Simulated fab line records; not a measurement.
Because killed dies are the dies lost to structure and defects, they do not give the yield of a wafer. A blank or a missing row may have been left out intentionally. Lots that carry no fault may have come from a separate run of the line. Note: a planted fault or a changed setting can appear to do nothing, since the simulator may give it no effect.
Split-lot trial    flow n5 finfet    route with 1938 steps; 7 lots, 39 wafers read

## ABOUT THE SPLIT
At N5_MOL_CONTACT_COAG_SPUTTER_143 (material Co, target thk 2.5 nm), the setting target thk a was moved away from the recipe's 25 angstrom on 18 of the 39 wafers read, by -52.3% to +43.5%. For the rest of the wafers, this setting stayed at what the recipe calls for.

The split's own step is where the reading is taken.

## THE READING
Co_of_MOL_CONTACT_COAG_SPUTTER_143.thk nm (the simulator's own value, which no gauge read), in nm, at N5_MOL_CONTACT_COAG_SPUTTER_143 (material Co, target thk 2.5 nm). The file gives no usual value for it. The 21 wafers here that ran the recipe average 2.5 nm, standard deviation 0.099 nm.

wafer   tool, chamber at the split  target thk a as run, angstrom  against the recipe  Co_of_MOL_CONTACT_COAG_SPUTTER_143.thk nm, nm  against lot-mates on the recipe
L074.1  pvd sputter-01, -           17.69                          -29.2%              1.8                                            -0.7
L074.3  pvd sputter-01, -           17.69                          -29.2%              1.8                                            -0.7
L074.5  pvd sputter-01, -           17.69                          -29.2%              1.8                                            -0.7
L074.2  pvd sputter-01, -           25                             recipe              2.6                                            -
L074.4  pvd sputter-01, -           25                             recipe              2.6                                            -
L074.6  pvd sputter-01, -           25                             recipe              2.4                                            -
L075.1  pvd sputter-01, -           19.96                          -20.2%              1.8                                            -0.6
L075.2  pvd sputter-01, -           19.96                          -20.2%              1.8                                            -0.6
L075.3  pvd sputter-01, -           19.96                          -20.2%              1.8                                            -0.6
L075.4  pvd sputter-01, -           25                             recipe              2.4                                            -
L075.5  pvd sputter-01, -           25                             recipe              2.4                                            -
L075.6  pvd sputter-01, -           25                             recipe              2.4                                            -
L080.1  pvd sputter-02, -           14.72                          -41.1%              1.6                                            -0.9
L080.2  pvd sputter-02, -           14.72                          -41.1%              1.6                                            -0.9
L080.3  pvd sputter-02, -           14.72                          -41.1%              1.4                                            -1.1
L080.4  pvd sputter-02, -           25                             recipe              2.4                                            -
L080.5  pvd sputter-02, -           25                             recipe              2.4                                            -
L080.6  pvd sputter-02, -           25                             recipe              2.6                                            -
L082.1  pvd sputter-02, -           20.2                           -19.2%              2                                              -0.6
L082.3  pvd sputter-02, -           20.2                           -19.2%              2                                              -0.6
L082.4  pvd sputter-02, -           20.2                           -19.2%              2                                              -0.6
L082.2  pvd sputter-02, -           25                             recipe              2.6                                            -
L082.5  pvd sputter-02, -           25                             recipe              2.6                                            -
L082.6  pvd sputter-02, -           25                             recipe              2.6                                            -
L086.2  pvd sputter-02, -           25                             recipe              2.6                                            -
L086.3  pvd sputter-02, -           25                             recipe              2.6                                            -
L086.4  pvd sputter-02, -           25                             recipe              2.4                                            -
L089.1  pvd sputter-03, -           25                             recipe              2.6                                            -
L089.2  pvd sputter-03, -           11.93                          -52.3%              1.2                                            -1.3
L089.4  pvd sputter-03, -           11.93                          -52.3%              1.2                                            -1.3
L089.6  pvd sputter-03, -           11.93                          -52.3%              1.2                                            -1.3
L089.3  pvd sputter-03, -           25                             recipe              2.4                                            -
L089.5  pvd sputter-03, -           25                             recipe              2.4                                            -
L090.1  pvd sputter-01, -           25                             recipe              2.6                                            -
L090.5  pvd sputter-01, -           25                             recipe              2.6                                            -
L090.6  pvd sputter-01, -           25                             recipe              2.6                                            -
L090.2  pvd sputter-01, -           35.87                          +43.5%              3.6                                            +1.0
L090.4  pvd sputter-01, -           35.87                          +43.5%              3.6                                            +1.0
L090.3  pvd sputter-01, -           35.87                          +43.5%              3.8                                            +1.2

THE FIT
A straight line over all 39 wafers: Co_of_MOL_CONTACT_COAG_SPUTTER_143.thk nm changes by +0.0257 nm for each +1% of target thk a; r = +0.99; the points scatter about the line by 0.1 nm.
The same after taking each lot's own level away (the mean of its wafers on the recipe; 39 wafers): +0.0245 nm for each +1%; r = +0.99; scatter 0.083 nm.
The reading moves by 1.3 nm for the largest change in target thk a, on that fit.
The span of the lots' own levels, 2.40 to 2.60 nm, comes to 2.0 times the standard deviation stated above.
Consequently the slope shifts little with the lot-to-lot level, the two slopes agreeing.
Check: with one of the wafers moved furthest among these (-52.3%) left out of the fit, the line predicts -1.3 nm for it against its lot-mates. Against them it came out at -1.27 nm.

## ADDITIONAL SPLITS CARRIED BY THESE WAFERS
Before the reading, these wafers also passed through other splits. Each is held against what the fit with the lots' levels taken away leaves over:
other split on the same wafers           wafers away from the commonest value  r with Co_of_MOL_CONTACT_COAG_SPUTTER_143.thk nm (lot level and that fit taken away)
N5_ZERO_LAYER_DEVELOP_10 develop time s  15                                    +0.01
N5_STI_FIN_REVEAL_ETCHBACK_08 time s     12                                    -0.10
N5_SD_EPI_N_EPI_21 time s                12                                    -0.08

## FILE'S OWN FIT
Co_of_MOL_CONTACT_COAG_SPUTTER_143.thk nm changes by +0.0247 nm for each +1% of target thk a, r = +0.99.
